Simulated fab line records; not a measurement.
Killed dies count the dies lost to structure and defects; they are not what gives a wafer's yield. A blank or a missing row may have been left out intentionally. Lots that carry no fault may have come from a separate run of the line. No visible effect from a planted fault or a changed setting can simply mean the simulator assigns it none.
fab line records / flow n5-finfet
record lots=4 wafers=12 last-day=16
route steps=1938 shown FIN_SAQP@91 BEOL_M4@1111
lots untouched by any fault: they come from a run of this same line in which no faults occurred
start-h: hours from the record's opening day to when the first of the lot's shown wafers began / wait-h: time in hours since the lot's previous step / " as in the row above / L1.1+2: a single row standing in for several wafers / - either no value or no given start / * or withheld: withheld / < > ~ a bound
route shown NAME@n: NAME is a module with steps in the file, n the number in the route of the first one / usual: the fault-free wafers' mean and standard deviation / same: alike in all rows / chamber/n: place in a boat / sites: per-site readings / _std_site: standard deviation across them / _edge_site: the outer-site mean with the inner-site mean subtracted / radius-mm: for every site, how far away it sits from the centre of the wafer / mask NAME#n: copy n / behind: the tool/chamber that last shaped the wafer / hold: the reason the lot was held/the length of the hold in hours/how it ended / device: the transistor (n, p or np) that didn't switch / end of line: the route-end tests of the same wafers / a step with no rows: only its recipe / killed: the dies lost at the first sort to structure and to defects; this is not the yield of the wafer / map: a wafer's dies, marking killed ones x, the rest . and places with no die _
set.NAME: the setting as run; set.NAME@STEP: as run at that earlier step / model.NAME: the simulator's own value behind a step, which no gauge read
lots at some steps of the route; a table a step, a row a wafer
services: from which hour (start-h, from the record's first day; less than 0 if before it) a tool's chamber was out of use, for how many hours, and why
## steps
# step N5_FIN_SAQP_PRECLEAN_00
# recipe chemistry=SC1 time-s=60 temp-c=55 mix=1:2:50
# step N5_FIN_SAQP_PRECLEAN_44
# recipe chemistry=SC2 time-s=45 temp-c=35 mix=1:1:50
# step N5_FIN_SAQP_SRD_01
# recipe dry=ipa-marangoni time-s=30 temp-c=23 rinse-liquid=diw
# step N5_FIN_SAQP_ALD_61
# recipe material=SiO2 target-thk-a=40 temp-c=300 ald-precursor-family=BDEAS ald-co-reactant=O2-plasma pulse-time-s=1 purge-time-s=2 co-reactant-purge-time-s=2 ald-cycles=43 pressure-torr=2
# step N5_FIN_SAQP_DENSIFY_62
# recipe temp-c=700 time-s=60 ambient=N2 idle-temp-c=600 ramp-up-c-per-s=150 ramp-down-c-per-s=60 cool-to-c=600
# step N5_FIN_SAQP_HM_DEP_03
# recipe material=SiNx target-thk-a=380 temp-c=400 precursor=SiH4/NH3/N2 pressure-torr=1.5 rf-w=300 time-s=33.6
# step N5_FIN_SAQP_PECVD_47
# recipe material=a-Si target-thk-a=450 temp-c=400 precursor=SiH4/He pressure-torr=3 rf-w=100 time-s=36.3
# step N5_FIN_SAQP_PECVD_48
# recipe material=SiNx target-thk-a=250 temp-c=400 precursor=SiH4/NH3/N2 pressure-torr=1.5 rf-w=300 time-s=22.1
# step N5_FIN_SAQP_PECVD_06
# recipe material=a-Si target-thk-a=600 temp-c=400 precursor=SiH4/He pressure-torr=3 rf-w=100 time-s=48.1
# step N5_FIN_SAQP_HM_DEP_72
# recipe material=SiO2 target-thk-a=120 temp-c=400 precursor=SiH4/N2O pressure-torr=0.75 rf-w=275 time-s=7.2
# step N5_FIN_SAQP_COAT_49
# recipe resist=SOC temp-c=250 time-s=60 spin-rpm=1500 resist-thk-nm=100
# usual spin-speed-rpm=1500.0/1
lot.wafer=L595.1 tool=litho-track-05 chamber=0 start-h=94.54 wait-h=0.1 spin-speed-rpm=1497.8 model.SOC_of_FIN_SAQP_COAT_49.thk-nm=99.82
lot.wafer=L595.4 tool=litho-track-05 chamber=0 start-h=94.54 wait-h=0.1 spin-speed-rpm=1500.3 model.SOC_of_FIN_SAQP_COAT_49.thk-nm=99.71
lot.wafer=L595.5 tool=litho-track-05 chamber=0 start-h=94.54 wait-h=0.1 spin-speed-rpm=1498.8 model.SOC_of_FIN_SAQP_COAT_49.thk-nm=99.75
lot.wafer=L598.1 tool=litho-track-05 chamber=0 start-h=111.02 wait-h=0.1 spin-speed-rpm=1543.4 model.SOC_of_FIN_SAQP_COAT_49.thk-nm=98.52
lot.wafer=L598.4 tool=litho-track-05 chamber=0 start-h=111.02 wait-h=0.1 spin-speed-rpm=1544.9 model.SOC_of_FIN_SAQP_COAT_49.thk-nm=98.41
lot.wafer=L598.5 tool=litho-track-05 chamber=0 start-h=111.02 wait-h=0.1 spin-speed-rpm=1542.7 model.SOC_of_FIN_SAQP_COAT_49.thk-nm=98.53
lot.wafer=L599.1 tool=litho-track-05 chamber=0 start-h=117.28 wait-h=0.1 spin-speed-rpm=1544.7 model.SOC_of_FIN_SAQP_COAT_49.thk-nm=98.8
lot.wafer=L599.4 tool=litho-track-05 chamber=0 start-h=117.28 wait-h=0.1 spin-speed-rpm=1545.2 model.SOC_of_FIN_SAQP_COAT_49.thk-nm=98.88
lot.wafer=L599.6 tool=litho-track-05 chamber=0 start-h=117.28 wait-h=0.1 spin-speed-rpm=1545.2 model.SOC_of_FIN_SAQP_COAT_49.thk-nm=98.78
lot.wafer=L601.4 tool=litho-track-04 chamber=0 start-h=130.91 wait-h=0.0 spin-speed-rpm=1499.0 model.SOC_of_FIN_SAQP_COAT_49.thk-nm=100.8
lot.wafer=L601.5 tool=litho-track-04 chamber=0 start-h=130.91 wait-h=0.0 spin-speed-rpm=1499.6 model.SOC_of_FIN_SAQP_COAT_49.thk-nm=100.3
lot.wafer=L601.6 tool=litho-track-04 chamber=0 start-h=130.91 wait-h=0.0 spin-speed-rpm=1499.6 model.SOC_of_FIN_SAQP_COAT_49.thk-nm=100.4
# step N5_FIN_SAQP_COAT_50
# recipe resist=SiARC temp-c=220 time-s=60 spin-rpm=1500 resist-thk-nm=35
# step N5_FIN_SAQP_COAT_10
# recipe resist=CAR-ArF spin-rpm=1500 resist-thk-nm=90
# step N5_FIN_SAQP_EBR_12
# recipe solvent=PGMEA ebr-width-mm=1.5
# step N5_FIN_SAQP_SOFTBAKE_11
# recipe temp-c=110 time-s=60 resist=CAR-ArF
# step N5_FIN_SAQP_EXPOSE_13
# recipe mask-id=FIN_CORE na=1.35 source-shape=dipole sigma-inner=0.538 sigma-outer=0.738 polarization=te target-cd-nm=35.6 dose-mj=63.25
# step N5_FIN_SAQP_PEB_14
# recipe peb-temp-c=withheld peb-time-s=60 resist=CAR-ArF
# step N5_FIN_SAQP_DEVELOP_15
# recipe develop-time-s=30 developer=TMAH resist=CAR-ArF dev-temp-c=23 rinse-liquid=diw dry=air-spin
# step N5_FIN_SAQP_DESCUM_21
# recipe chemistry=O2 time-s=7.9 source-power-w=50 bias-power-w=20 pressure-mtorr=20 rf-frequency-hz=2.712e+07 temp-c=40 resist=CAR-ArF o2-flow-sccm=225
# step N5_FIN_SAQP_ETCH_51
# recipe chemistry=CF4 target=SiARC target-depth-a=455 mask-material=CAR-ArF time-s=75.8 ion-energy-ev=80 pressure-mtorr=40 source-w=545 bias-w=36 Ar_flow_sccm=100 cf4-flow-sccm=100 ends=cleared
# step N5_FIN_SAQP_ETCH_52
# recipe chemistry=N2/H2 target=SOC target-depth-a=1000 overetch-a=200 mask-material=SiARC temp-c=40 time-s=150 ion-energy-ev=200 pressure-mtorr=30 source-w=840 bias-w=150 n2-flow-sccm=200 h2-flow-sccm=200 ends=end-point
# usual chamber-pressure-mTorr=30.000/0.028 drypump-motor-current-A=5.5/0.35 oes-product-au=0.70/0.073 rf-vpp-V=524.1/2.3 showerhead-plenum-p-Torr=2.55/0.082 throttle-valve-pct=17.9/0.33
lot.wafer=L595.1 tool=rie-diel-03 chamber=2 start-h=95.10 wait-h=0.0 chamber-pressure-mTorr=30.024 drypump-motor-current-A=5.7 oes-product-au=0.84 rf-hours-counter-h=4 rf-vpp-V=527.3 showerhead-plenum-p-Torr=2.71 throttle-valve-pct=17.3 model.etch.depth-nm=99.82
lot.wafer=L595.4 tool=rie-diel-03 chamber=1 start-h=95.10 wait-h=0.0 chamber-pressure-mTorr=29.985 drypump-motor-current-A=5.6 oes-product-au=0.65 rf-hours-counter-h=203 rf-vpp-V=522.1 showerhead-plenum-p-Torr=2.52 throttle-valve-pct=17.8 model.etch.depth-nm=99.71
lot.wafer=L595.5 tool=rie-diel-03 chamber=1 start-h=95.10 wait-h=0.0 chamber-pressure-mTorr=29.979 drypump-motor-current-A=5.6 oes-product-au=0.65 rf-hours-counter-h=- rf-vpp-V=525.0 showerhead-plenum-p-Torr=2.52 throttle-valve-pct=17.8 model.etch.depth-nm=99.75
lot.wafer=L598.1 tool=rie-diel-03 chamber=3 start-h=111.62 wait-h=0.1 chamber-pressure-mTorr=29.980 drypump-motor-current-A=5.7 oes-product-au=0.61 rf-hours-counter-h=236 rf-vpp-V=525.1 showerhead-plenum-p-Torr=2.62 throttle-valve-pct=18.5 model.etch.depth-nm=98.52
lot.wafer=L598.4 tool=rie-diel-03 chamber=1 start-h=111.62 wait-h=0.1 chamber-pressure-mTorr=30.031 drypump-motor-current-A=5.6 oes-product-au=0.64 rf-hours-counter-h=- rf-vpp-V=522.5 showerhead-plenum-p-Torr=2.51 throttle-valve-pct=17.8 model.etch.depth-nm=98.41
lot.wafer=L598.5 tool=rie-diel-03 chamber=1 start-h=111.62 wait-h=0.1 chamber-pressure-mTorr=29.958 drypump-motor-current-A=5.6 oes-product-au=0.64 rf-hours-counter-h=- rf-vpp-V=522.0 showerhead-plenum-p-Torr=2.51 throttle-valve-pct=17.8 model.etch.depth-nm=98.53
lot.wafer=L599.1 tool=rie-diel-06 chamber=0 start-h=117.84 wait-h=0.0 chamber-pressure-mTorr=30.005 drypump-motor-current-A=5.5 oes-product-au=0.66 rf-hours-counter-h=171 rf-vpp-V=523.2 showerhead-plenum-p-Torr=2.54 throttle-valve-pct=17.6 model.etch.depth-nm=98.8
lot.wafer=L599.4 tool=rie-diel-06 chamber=3 start-h=117.84 wait-h=0.0 chamber-pressure-mTorr=30.004 drypump-motor-current-A=6.5 oes-product-au=0.66 rf-hours-counter-h=186 rf-vpp-V=525.8 showerhead-plenum-p-Torr=2.64 throttle-valve-pct=18.1 model.etch.depth-nm=98.88
lot.wafer=L599.6 tool=rie-diel-06 chamber=3 start-h=117.84 wait-h=0.0 chamber-pressure-mTorr=30.034 drypump-motor-current-A=6.5 oes-product-au=0.65 rf-hours-counter-h=- rf-vpp-V=526.1 showerhead-plenum-p-Torr=2.64 throttle-valve-pct=18.1 model.etch.depth-nm=98.78
lot.wafer=L601.4 tool=rie-diel-06 chamber=0 start-h=131.34 wait-h=0.0 chamber-pressure-mTorr=30.003 drypump-motor-current-A=5.5 oes-product-au=0.66 rf-hours-counter-h=176 rf-vpp-V=522.6 showerhead-plenum-p-Torr=2.53 throttle-valve-pct=17.6 model.etch.depth-nm=100.8
lot.wafer=L601.5 tool=rie-diel-06 chamber=1 start-h=131.34 wait-h=0.0 chamber-pressure-mTorr=30.017 drypump-motor-current-A=5.3 oes-product-au=0.70 rf-hours-counter-h=- rf-vpp-V=521.1 showerhead-plenum-p-Torr=2.46 throttle-valve-pct=18.1 model.etch.depth-nm=100.3
lot.wafer=L601.6 tool=rie-diel-06 chamber=0 start-h=131.34 wait-h=0.0 chamber-pressure-mTorr=30.009 drypump-motor-current-A=5.5 oes-product-au=0.68 rf-hours-counter-h=- rf-vpp-V=525.0 showerhead-plenum-p-Torr=2.53 throttle-valve-pct=17.6 model.etch.depth-nm=100.4
# step N5_FIN_SAQP_STRIP_53
# recipe chemistry=N2/H2 temp-c=40 n2-flow-sccm=200 h2-flow-sccm=200 rf-frequency-hz=6e+07
# step N5_FIN_SAQP_HM_OPEN_73
# recipe chemistry=CHF3/O2 target=SiO2 stop-on=a-Si target-depth-a=120 over-etch-frac=1.8 mask-material=SOC time-s=16.8 pressure-mtorr=30 source-w=650 bias-w=170 Ar_flow_sccm=200 CHF3_flow_sccm=50 O2_flow_sccm=5 ion-energy-ev=200 ends=end-point
# step N5_FIN_SAQP_STRIP_74
# recipe chemistry=CHF3/O2 resist=SiARC rf-frequency-hz=6e+07
# step N5_FIN_SAQP_MANDREL_ETCH_22
# recipe target-depth-a=600 chemistry=HBr/Cl2 target=a-Si stop-on=SiNx bt-time-s=10 over-etch-frac=0.5 time-s=30 pressure-mtorr=10 icp-w=800 bias-w=75 HBr_flow_sccm=150 Cl2_flow_sccm=80 ends=end-point
# usual chamber-pressure-mTorr=10.000/0.0091 drypump-motor-current-A=6.1/0.36 oes-product-au=0.776/0.011 throttle-valve-pct=35.42/0.19
lot.wafer=L595.1 tool=rie-si-02 chamber=2 start-h=95.29 wait-h=0.0 chamber-pressure-mTorr=10.003 drypump-motor-current-A=6.4 oes-product-au=0.779 rf-hours-counter-h=2 throttle-valve-pct=35.19 model.SOC_of_FIN_SAQP_COAT_49.thk-nm=76.14
lot.wafer=L595.4 tool=rie-si-02 chamber=1 start-h=95.29 wait-h=0.0 chamber-pressure-mTorr=9.998 drypump-motor-current-A=5.7 oes-product-au=0.775 rf-hours-counter-h=128 throttle-valve-pct=35.46 model.SOC_of_FIN_SAQP_COAT_49.thk-nm=75.68
lot.wafer=L595.5 tool=rie-si-02 chamber=2 start-h=95.29 wait-h=0.0 chamber-pressure-mTorr=10.000 drypump-motor-current-A=6.4 oes-product-au=0.793 rf-hours-counter-h=- throttle-valve-pct=35.20 model.SOC_of_FIN_SAQP_COAT_49.thk-nm=76.04
lot.wafer=L598.1 tool=rie-si-02 chamber=3 start-h=111.90 wait-h=0.0 chamber-pressure-mTorr=9.986 drypump-motor-current-A=6.4 oes-product-au=0.782 rf-hours-counter-h=122 throttle-valve-pct=35.29 model.SOC_of_FIN_SAQP_COAT_49.thk-nm=74.51
lot.wafer=L598.4 tool=rie-si-02 chamber=0 start-h=111.90 wait-h=0.0 chamber-pressure-mTorr=10.004 drypump-motor-current-A=6.2 oes-product-au=0.781 rf-hours-counter-h=108 throttle-valve-pct=35.47 model.SOC_of_FIN_SAQP_COAT_49.thk-nm=74.35
lot.wafer=L598.5 tool=rie-si-02 chamber=3 start-h=111.90 wait-h=0.0 chamber-pressure-mTorr=10.008 drypump-motor-current-A=6.4 oes-product-au=0.788 rf-hours-counter-h=- throttle-valve-pct=35.30 model.SOC_of_FIN_SAQP_COAT_49.thk-nm=74.43
lot.wafer=L599.1 tool=rie-si-05 chamber=0 start-h=118.03 wait-h=0.0 chamber-pressure-mTorr=9.987 drypump-motor-current-A=5.4 oes-product-au=0.786 rf-hours-counter-h=37 throttle-valve-pct=35.56 model.SOC_of_FIN_SAQP_COAT_49.thk-nm=74.76
lot.wafer=L599.4 tool=rie-si-05 chamber=1 start-h=118.03 wait-h=0.0 chamber-pressure-mTorr=9.986 drypump-motor-current-A=6.3 oes-product-au=0.802 rf-hours-counter-h=166 throttle-valve-pct=35.53 model.SOC_of_FIN_SAQP_COAT_49.thk-nm=74.59
lot.wafer=L599.6 tool=rie-si-05 chamber=3 start-h=118.03 wait-h=0.0 chamber-pressure-mTorr=9.996 drypump-motor-current-A=5.9 oes-product-au=0.761 rf-hours-counter-h=- throttle-valve-pct=35.78 model.SOC_of_FIN_SAQP_COAT_49.thk-nm=74.71
lot.wafer=L601.4 tool=rie-si-02 chamber=0 start-h=131.54 wait-h=0.0 chamber-pressure-mTorr=10.014 drypump-motor-current-A=6.2 oes-product-au=0.775 rf-hours-counter-h=109 throttle-valve-pct=35.48 model.SOC_of_FIN_SAQP_COAT_49.thk-nm=76.72
lot.wafer=L601.5 tool=rie-si-02 chamber=0 start-h=131.54 wait-h=0.0 chamber-pressure-mTorr=10.000 drypump-motor-current-A=6.2 oes-product-au=0.782 rf-hours-counter-h=- throttle-valve-pct=35.48 model.SOC_of_FIN_SAQP_COAT_49.thk-nm=76.15
lot.wafer=L601.6 tool=rie-si-02 chamber=1 start-h=131.54 wait-h=0.0 chamber-pressure-mTorr=10.006 drypump-motor-current-A=5.7 oes-product-au=0.775 rf-hours-counter-h=- throttle-valve-pct=35.44 model.SOC_of_FIN_SAQP_COAT_49.thk-nm=76.35
# step N5_FIN_SAQP_STRIP_55
# recipe chemistry=N2/H2 power-w=500 temp-c=40 pressure-mtorr=50 rf-frequency-hz=6e+07 overash-fraction=0.3 bias-power-w=28 h2-frac=0.5 n2-flow-sccm=300 h2-flow-sccm=300
# step N5_BEOL_M4_RC_MEAS_101
# usual DIBL_N=36.4/1.4 DIBL_P=36.3/1.8 IOFF_N=0.163/0.024 IOFF_P=0.21/0.034 ION_N=673/11 ION_P=461/7.4 SS_N=71.6/0.52 SS_P=73.3/0.58 VT_N=249.4/2.5 VT_P=-250/3.5
lot.wafer=L595.1 tool=prober-01 chamber=0 start-h=239.59 wait-h=0.0 DIBL_N[mV/V]=35.9 DIBL_P[mV/V]=35.9 IOFF_N[nA/um]=0.157 IOFF_P[nA/um]=0.20 ION_N[uA/um]=669 ION_P[uA/um]=457 SS_N[mV/dec]=71.4 SS_P[mV/dec]=73.5 VT_N[mV]=248.8 VT_P[mV]=-250
lot.wafer=L595.4 tool=prober-01 chamber=0 start-h=239.59 wait-h=0.0 DIBL_N[mV/V]=35.0 DIBL_P[mV/V]=35.1 IOFF_N[nA/um]=0.149 IOFF_P[nA/um]=0.20 ION_N[uA/um]=669 ION_P[uA/um]=457 SS_N[mV/dec]=70.9 SS_P[mV/dec]=73.9 VT_N[mV]=249.8 VT_P[mV]=-250
lot.wafer=L595.5 tool=prober-01 chamber=0 start-h=239.59 wait-h=0.0 DIBL_N[mV/V]=38.5 DIBL_P[mV/V]=39.9 IOFF_N[nA/um]=0.225 IOFF_P[nA/um]=0.28 ION_N[uA/um]=694 ION_P[uA/um]=471 SS_N[mV/dec]=72.7 SS_P[mV/dec]=73.8 VT_N[mV]=243.7 VT_P[mV]=-246
lot.wafer=L598.1 tool=prober-01 chamber=0 start-h=260.20 wait-h=0.0 DIBL_N[mV/V]=36.1 DIBL_P[mV/V]=37.3 IOFF_N[nA/um]=0.168 IOFF_P[nA/um]=0.23 ION_N[uA/um]=678 ION_P[uA/um]=460 SS_N[mV/dec]=72.5 SS_P[mV/dec]=73.5 VT_N[mV]=248.1 VT_P[mV]=-249
lot.wafer=L598.4 tool=prober-01 chamber=0 start-h=260.20 wait-h=0.0 DIBL_N[mV/V]=33.9 DIBL_P[mV/V]=34.3 IOFF_N[nA/um]=0.118 IOFF_P[nA/um]=0.18 ION_N[uA/um]=659 ION_P[uA/um]=455 SS_N[mV/dec]=71.5 SS_P[mV/dec]=72.2 VT_N[mV]=255.4 VT_P[mV]=-249
lot.wafer=L598.5 tool=prober-01 chamber=0 start-h=260.20 wait-h=0.0 DIBL_N[mV/V]=35.8 DIBL_P[mV/V]=36.7 IOFF_N[nA/um]=0.162 IOFF_P[nA/um]=0.22 ION_N[uA/um]=672 ION_P[uA/um]=463 SS_N[mV/dec]=71.8 SS_P[mV/dec]=72.5 VT_N[mV]=249.3 VT_P[mV]=-247
lot.wafer=L599.1 tool=prober-02 chamber=0 start-h=261.05 wait-h=0.0 DIBL_N[mV/V]=34.6 DIBL_P[mV/V]=32.7 IOFF_N[nA/um]=0.121 IOFF_P[nA/um]=0.16 ION_N[uA/um]=655 ION_P[uA/um]=447 SS_N[mV/dec]=71.0 SS_P[mV/dec]=72.4 VT_N[mV]=251.4 VT_P[mV]=-255
lot.wafer=L599.4 tool=prober-02 chamber=0 start-h=261.05 wait-h=0.0 DIBL_N[mV/V]=34.6 DIBL_P[mV/V]=32.4 IOFF_N[nA/um]=0.115 IOFF_P[nA/um]=0.16 ION_N[uA/um]=654 ION_P[uA/um]=450 SS_N[mV/dec]=72.2 SS_P[mV/dec]=72.7 VT_N[mV]=253.5 VT_P[mV]=-251
lot.wafer=L599.6 tool=prober-02 chamber=0 start-h=261.05 wait-h=0.0 DIBL_N[mV/V]=36.9 DIBL_P[mV/V]=35.5 IOFF_N[nA/um]=0.153 IOFF_P[nA/um]=0.19 ION_N[uA/um]=672 ION_P[uA/um]=457 SS_N[mV/dec]=72.0 SS_P[mV/dec]=73.4 VT_N[mV]=249.1 VT_P[mV]=-252
lot.wafer=L601.4 tool=prober-01 chamber=0 start-h=262.71 wait-h=0.5 DIBL_N[mV/V]=36.8 DIBL_P[mV/V]=36.5 IOFF_N[nA/um]=0.158 IOFF_P[nA/um]=0.19 ION_N[uA/um]=669 ION_P[uA/um]=453 SS_N[mV/dec]=71.3 SS_P[mV/dec]=73.4 VT_N[mV]=252.7 VT_P[mV]=-253
lot.wafer=L601.5 tool=prober-01 chamber=0 start-h=262.71 wait-h=0.5 DIBL_N[mV/V]=37.0 DIBL_P[mV/V]=36.5 IOFF_N[nA/um]=0.169 IOFF_P[nA/um]=0.20 ION_N[uA/um]=677 ION_P[uA/um]=458 SS_N[mV/dec]=71.7 SS_P[mV/dec]=73.2 VT_N[mV]=247.5 VT_P[mV]=-253
lot.wafer=L601.6 tool=prober-01 chamber=0 start-h=262.71 wait-h=0.5 DIBL_N[mV/V]=35.5 DIBL_P[mV/V]=34.9 IOFF_N[nA/um]=0.144 IOFF_P[nA/um]=0.18 ION_N[uA/um]=667 ION_P[uA/um]=452 SS_N[mV/dec]=71.0 SS_P[mV/dec]=73.3 VT_N[mV]=249.9 VT_P[mV]=-255
## services
tool=rie-diel-03 chamber=0 start-h=111.09 hours=14.0 kind=repair
tool=rie-si-02 chamber=2 start-h=112.56 hours=4.6 kind=repair
tool=rie-si-05 chamber=0 start-h=120.19 hours=1.3 kind=repair
## key
first-sign step=N5_FIN_SAQP_COAT_49 reading=spin-speed-rpm direction=up sigmas=43 usual=* struck=*
effect none on later readings
model-effect step=N5_FIN_SAQP_COAT_49 value=SOC_of_FIN_SAQP_COAT_49.thk-nm without=100.1 struck=98.65
model-effect step=N5_FIN_SAQP_ETCH_52 value=etch.depth-nm without=100.1 struck=98.65
model-effect step=N5_FIN_SAQP_MANDREL_ETCH_22 value=SOC_of_FIN_SAQP_COAT_49.thk-nm without=76.01 struck=74.56
met-at N5_FIN_SAQP_COAT_49
struck-wafers L598.1,L598.4,L598.5,L599.1,L599.4,L599.6
onset-between 94.54 111.02
fault kind=process-parameter-drift tool=litho-track-05 chamber=- onset-h=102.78 steps=N5_FIN_SAQP_COAT_49 channel=spin-rpm offset=* shape=step end-h=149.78 acts-in=* stated=*
